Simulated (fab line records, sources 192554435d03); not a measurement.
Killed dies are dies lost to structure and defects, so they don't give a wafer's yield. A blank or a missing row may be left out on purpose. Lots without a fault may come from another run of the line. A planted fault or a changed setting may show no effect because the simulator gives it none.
Split-lot experiment | flow n5_finfet | 7 lots, 21 wafers read, on a route of 1938 steps

THE SPLIT
At N5_DUMMY_GATE_EXPOSE_12 (exposes mask GATE, target cd 25 nm), the setting dose_mj was moved away from the recipe's 34 on 9 of the 21 wafers read, by -7.2% to +6.2%. The other wafers ran this setting at the recipe's value.

FROM THE SPLIT TO THE READING: what the file shows between them, 13 steps
- N5_DUMMY_GATE_PEB_13: peb time 60 s
- N5_DUMMY_GATE_DEVELOP_14: develop time 30 s
- N5_DUMMY_GATE_CD_MEAS_15: target cd 25.8 nm
- N5_DUMMY_GATE_STRIP_38: strips in N2/H2
- N5_DUMMY_GATE_STRIP_39: strips in N2/H2
- N5_DUMMY_GATE_TRIM_49: chemistry O2, time 29 s, target cd 14 nm
- N5_DUMMY_GATE_STRIP_40: strips in CF4
- N5_DUMMY_GATE_CD_MEAS_50: target cd 14 nm
- N5_DUMMY_GATE_ETCH_31: etches SiO2 in C4F6/O2, target depth 82.5 nm, time 27.5 s
- N5_DUMMY_GATE_STRIP_41: strips in O2
- N5_DUMMY_GATE_ETCH_32: etches SiO2 in CF4, target depth 3.5 nm, time 3.9 s
- N5_DUMMY_GATE_ETCH_23: etches poly-Si in HBr/Cl2/O2, target depth 41 nm, time 22.3 s
- N5_DUMMY_GATE_ETCH_44: etches poly-Si in HBr/O2, stops on SiO2, target depth 127.5 nm

THE READING
cd_nm, in nm, at N5_DUMMY_GATE_CD_MEAS_24 (target cd 15 nm). Fault-free wafers of this fab line usually give 15.1 nm, standard deviation 0.33 nm.

wafer  | tool, chamber at the split | dose_mj as run | against the recipe | cd_nm, nm | against lot-mates on the recipe
L075.2 | euv_scanner-01, 0          | 35.71          | +5.0%              | 13.8      | -2.0
L075.5 | euv_scanner-01, 0          | 34             | recipe             | 15.8      | -
L075.6 | euv_scanner-01, 0          | 35.71          | +5.0%              | 14.1      | -1.7
L076.2 | euv_scanner-01, 0          | 34             | recipe             | 14.9      | -
L076.4 | euv_scanner-01, 0          | 33.08          | -2.7%              | 15.4      | +0.4
L076.6 | euv_scanner-01, 0          | 34             | recipe             | 15.1      | -
L084.3 | euv_scanner-01, 0          | 34.88          | +2.6%              | 14.8      | -0.5
L084.4 | euv_scanner-01, 0          | 34.88          | +2.6%              | 14.8      | -0.5
L084.5 | euv_scanner-01, 0          | 34             | recipe             | 15.3      | -
L088.3 | euv_scanner-01, 0          | 36.11          | +6.2%              | 14.0      | -1.6
L088.4 | euv_scanner-01, 0          | 34             | recipe             | 15.6      | -
L088.5 | euv_scanner-01, 0          | 36.11          | +6.2%              | 14.1      | -1.5
L091.3 | euv_scanner-02, 0          | 31.56          | -7.2%              | 16.0      | +1.2
L091.5 | euv_scanner-02, 0          | 34             | recipe             | 14.8      | -
L091.6 | euv_scanner-02, 0          | 31.56          | -7.2%              | 16.6      | +1.8
L093.2 | euv_scanner-01, 0          | 34             | recipe             | 14.5      | -
L093.3 | euv_scanner-01, 0          | 34             | recipe             | 15.2      | -
L093.4 | euv_scanner-01, 0          | 34             | recipe             | 15.0      | -
L095.2 | euv_scanner-02, 0          | 34             | recipe             | 14.6      | -
L095.3 | euv_scanner-02, 0          | 34             | recipe             | 15.2      | -
L095.5 | euv_scanner-02, 0          | 34             | recipe             | 14.8      | -

THE FIT
A straight line over all 21 wafers: cd_nm changes by -0.174 nm for each +1% of dose_mj; r = -0.88; the points scatter about the line by 0.33 nm.
The same after taking each lot's own level away (the mean of its wafers on the recipe; 21 wafers): -0.247 nm for each +1%; r = -0.95; scatter 0.29 nm.
On that fit, the largest move of dose_mj shifts the reading by 1.8 nm.
The lots' own levels span 14.80 to 15.80 nm, that is 3.0 times the standard deviation above.
So the lot-to-lot level changes the slope: the two fits differ.
Check: with one of the wafers moved furthest among these (-7.2%) left out of the fit, the line predicts +1.89 nm for it against its lot-mates. It came out at +1.2 nm against them.

THE WHOLE CHAIN: every reading that the file lists as answering this split, in the file's order
step                     | what it does                                                   | reading                                                           | change (the file's fit)               | r (the file's)
N5_DUMMY_GATE_CD_MEAS_15 | target cd 25.8 nm                                              | cd_nm                                                             | -0.188 nm for each +1% of the setting | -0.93
N5_DUMMY_GATE_TRIM_49    | chemistry O2, time 29 s, target cd 14 nm                       | DUMMY_GATE.cd_nm (the simulator's own value, which no gauge read) | -0.218 nm for each +1% of the setting | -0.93
N5_DUMMY_GATE_CD_MEAS_50 | target cd 14 nm                                                | cd_nm                                                             | -0.215 nm for each +1% of the setting | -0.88
N5_DUMMY_GATE_ETCH_44    | etches poly-Si in HBr/O2, stops on SiO2, target depth 127.5 nm | DUMMY_GATE.cd_nm (the simulator's own value, which no gauge read) | -0.227 nm for each +1% of the setting | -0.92
N5_DUMMY_GATE_CD_MEAS_24 | target cd 15 nm                                                | cd_nm                                                             | -0.245 nm for each +1% of the setting | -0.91

THE FILE'S OWN FIT
cd_nm changes by -0.245 nm for each +1% of dose_mj, r = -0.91.
